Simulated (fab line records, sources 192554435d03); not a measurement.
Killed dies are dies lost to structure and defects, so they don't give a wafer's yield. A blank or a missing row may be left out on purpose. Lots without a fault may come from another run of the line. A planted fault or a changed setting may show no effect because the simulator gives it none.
Which tool did it? | flow n5_finfet | 11 lots, 31 wafers sampled, at 5 steps of a route of 1938

WHAT THE GAUGES READ, wafer by wafer
N5_BEOL_M11_THK_MEAS_01. Usual: M11_ILD_THK 269 nm, standard deviation 4.2.
lot  | measured     | on            | M11_ILD_THK (nm) | flag
L414 | day 10 19:32 | film_metro-01 | 269 271 273      |
L413 | day 10 20:35 | film_metro-01 | 265 259 266      |
L415 | day 11 04:32 | film_metro-02 | 272 270 278      |
L422 | day 12 17:28 | film_metro-02 | 270 272          |
L423 | day 13 11:03 | film_metro-02 | 266 274          |
L424 | day 13 18:39 | film_metro-01 | 264 270 274      |
L427 | day 14 06:07 | film_metro-01 | 261 266 269      |
L430 | day 14 12:47 | film_metro-01 | 266 267 272      |
L432 | day 15 08:07 | film_metro-01 | 263 269 267      |
L435 | day 16 04:39 | film_metro-02 | 263 268 269      |
L436 | day 16 17:56 | film_metro-01 | 270 272 274      |

WHICH TOOL RAN EACH LOT (tool, then ch and the chambers of the sampled wafers, then the start)
lot  | N5_BEOL_M10_ETCH_65                | N5_BEOL_M10_CURE_72           | N5_BEOL_M10_ECD_50             | N5_BEOL_M10_CMP_52
L414 | rie_diel-03 ch 1,2, day 10 11:23   | uv_cure-02 ch 1, day 10 12:18 | ecd_cu-02 ch 0,1, day 10 14:54 | cmp-01 ch 0,2,3, day 10 18:26
L413 | rie_diel-03 ch 1,2,3, day 10 14:18 | uv_cure-01 ch 2, day 10 15:01 | ecd_cu-02 ch 0,1, day 10 16:02 | cmp-01 ch 1,2,3, day 10 19:32
L415 | rie_diel-02 ch 0,1, day 10 23:11   | uv_cure-03 ch 2, day 10 23:53 | ecd_cu-01 ch 0,1, day 11 01:19 | cmp-01 ch 1,3, day 11 03:30
L422 | rie_diel-05 ch 2,3, day 12 13:11   | uv_cure-02 ch 1, day 12 13:58 | ecd_cu-01 ch 1, day 12 15:40   | cmp-01 ch 1,2, day 12 16:28
L423 | rie_diel-05 ch 2,3, day 13 05:41   | uv_cure-02 ch 2, day 13 06:20 | ecd_cu-01 ch 0,1, day 13 09:04 | cmp-02 ch 0,2, day 13 09:58
L424 | rie_diel-03 ch 1,2,3, day 13 14:14 | uv_cure-03 ch 2, day 13 14:56 | ecd_cu-01 ch 1, day 13 16:31   | cmp-02 ch 0,1,3, day 13 17:36
L427 | rie_diel-03 ch 0,1,2, day 14 01:15 | uv_cure-01 ch 1, day 14 02:07 | ecd_cu-02 ch 0,1, day 14 03:44 | cmp-01 ch 0,1,2, day 14 05:07
L430 | rie_diel-05 ch 1,2, day 14 08:19   | uv_cure-02 ch 0, day 14 09:07 | ecd_cu-02 ch 0,1, day 14 10:32 | cmp-04 ch 0,2, day 14 11:04
L432 | rie_diel-02 ch 0,2,3, day 15 04:31 | uv_cure-01 ch 2, day 15 05:15 | ecd_cu-02 ch 0,1, day 15 06:37 | cmp-02 ch 0,1,2, day 15 07:06
L435 | rie_diel-05 ch 0,3, day 16 00:46   | uv_cure-03 ch 0, day 16 01:29 | ecd_cu-02 ch 0,1, day 16 03:02 | cmp-04 ch 1,2, day 16 03:34
L436 | rie_diel-05 ch 1,2,3, day 16 14:03 | uv_cure-03 ch 1, day 16 14:43 | ecd_cu-02 ch 0,1, day 16 16:16 | cmp-01 ch 0,1, day 16 16:49
- N5_BEOL_M10_ETCH_65: etches SiARC in CF4, target depth 39 nm, time 65 s.
- N5_BEOL_M10_CURE_72: cures SiCOH lowk, time 120 s.
- N5_BEOL_M10_ECD_50: material Cu, target thk 318 nm.
- N5_BEOL_M10_CMP_52: polishes, stops on SiCOH lowk, t overpolish 7 s, target thk 140 nm.

WHAT THE TOOLS THEMSELVES READ (means of the sampled wafers that have a number; where no wafer has one, the mark that the record gives instead)
N5_BEOL_M10_ETCH_65. Usual: drypump_motor_current_A 5.9 A, standard deviation 0.43; etch_rf_on_time_s 64.3 s, standard deviation 1.6; oes_product_au 0.70 a.u., standard deviation 0.096; rf_vpp_V 183.8 V, standard deviation 1.1; showerhead_plenum_p_Torr 2.12 Torr, standard deviation 0.06; throttle_valve_pct 15.52 %, standard deviation 0.22.
lot  | tool        | drypump_motor_current_A (A) | etch_rf_on_time_s (s) | oes_product_au (a.u.) | rf_vpp_V (V) | showerhead_plenum_p_Torr (Torr) | throttle_valve_pct (%) | flag
L414 | rie_diel-03 | 6.1                         | 64.6                  | 0.72                  | 184.6        | 2.13                            | 15.48                  |
L413 | rie_diel-03 | 5.9                         | 63.8                  | 0.70                  | 183.8        | 2.12                            | 15.44                  |
L415 | rie_diel-02 | 5.7                         | 66.8                  | 0.61                  | 184.3        | 2.13                            | 15.61                  |
L422 | rie_diel-05 | 6.0                         | 64.9                  | 0.66                  | 183.7        | 2.14                            | 15.62                  |
L423 | rie_diel-05 | 6.0                         | 64.3                  | 0.65                  | 184.7        | 2.14                            | 15.64                  |
L424 | rie_diel-03 | 5.9                         | 63.3                  | 0.67                  | 184.0        | 2.12                            | 15.49                  |
L427 | rie_diel-03 | 6.0                         | 63.2                  | 0.74                  | 183.9        | 2.11                            | 15.46                  |
L430 | rie_diel-05 | 5.4                         | 64.7                  | 0.74                  | 183.6        | 2.11                            | 15.39                  |
L432 | rie_diel-02 | 6.0                         | 65.1                  | 0.66                  | 182.7        | 2.03                            | 15.67                  |
L435 | rie_diel-05 | 6.3                         | 63.3                  | 0.81                  | 184.0        | 2.18                            | 15.39                  |
L436 | rie_diel-05 | 5.7                         | 63.7                  | 0.76                  | 183.7        | 2.14                            | 15.47                  |

N5_BEOL_M10_CURE_72. Usual: lamp_power_pct 52.31 %, standard deviation 0.056; wafer_temp_C_max 372.1, standard deviation 0.84.
lot  | tool       | lamp_power_pct (%) | wafer_temp_C_max | flag
L414 | uv_cure-02 | 52.31              | 371.5            |
L413 | uv_cure-01 | 52.30              | 372.1            |
L415 | uv_cure-03 | 52.31              | 371.9            |
L422 | uv_cure-02 | 52.27              | 371.2            |
L423 | uv_cure-02 | 52.32              | 373.6            |
L424 | uv_cure-03 | 52.33              | 373.0            |
L427 | uv_cure-01 | 52.38              | 371.2            |
L430 | uv_cure-02 | 52.23              | 371.9            |
L432 | uv_cure-01 | 52.27              | 371.8            |
L435 | uv_cure-03 | 52.34              | 372.4            |
L436 | uv_cure-03 | 52.33              | 372.4            |

N5_BEOL_M10_CMP_52. Usual: motor_current_A 6.1 A, standard deviation 0.48; time_to_endpoint_s 66 s, standard deviation 3.4.
lot  | tool   | motor_current_A (A) | time_to_endpoint_s (s) | flag
L414 | cmp-01 | 6.1                 | 66                     |
L413 | cmp-01 | 5.8                 | 65                     |
L415 | cmp-01 | 6.0                 | 66                     |
L422 | cmp-01 | 5.9                 | 91                     | OFF
L423 | cmp-02 | 5.8                 | 96                     | OFF
L424 | cmp-02 | 6.1                 | 88                     | OFF
L427 | cmp-01 | 5.8                 | 64                     |
L430 | cmp-04 | 6.5                 | 72                     |
L432 | cmp-02 | 6.0                 | 71                     |
L435 | cmp-04 | 6.8                 | 68                     |
L436 | cmp-01 | 5.5                 | 63                     |

THE ANSWER, worked out from the rows above alone
Rule: a lot is off if the mean of its wafers that have a number lies more than 3 standard deviations from the usual mean. A lot without any number at a reading at which 4 lots or more have one is off too. The other lots that the step has rows for count as sound. The gauges are gone through in route order, then the tools' own readings, and for those a lot's mean is taken as printed above. The first step at which some lot is off is used, and at that step the reading that is off furthest; a lot without a number counts as furthest.
Off: L422, L423, L424, at N5_BEOL_M10_CMP_52 (time_to_endpoint_s).
A tool fits if, at that step or a process step before it, it ran every lot that is off, and no sound lot after the first of them. One fits: ecd_cu-01 at N5_BEOL_M10_ECD_50. Its last sound lot is L415 (day 11 01:19), its first lot that is off L422 (day 12 15:40): a fault that began between those two fits.

WHAT THE SIMULATOR HAD PUT IN
Process parameter drift: ecd_cu-01, from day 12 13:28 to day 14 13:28, at N5_BEOL_M10_ECD_50. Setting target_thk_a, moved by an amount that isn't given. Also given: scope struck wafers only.
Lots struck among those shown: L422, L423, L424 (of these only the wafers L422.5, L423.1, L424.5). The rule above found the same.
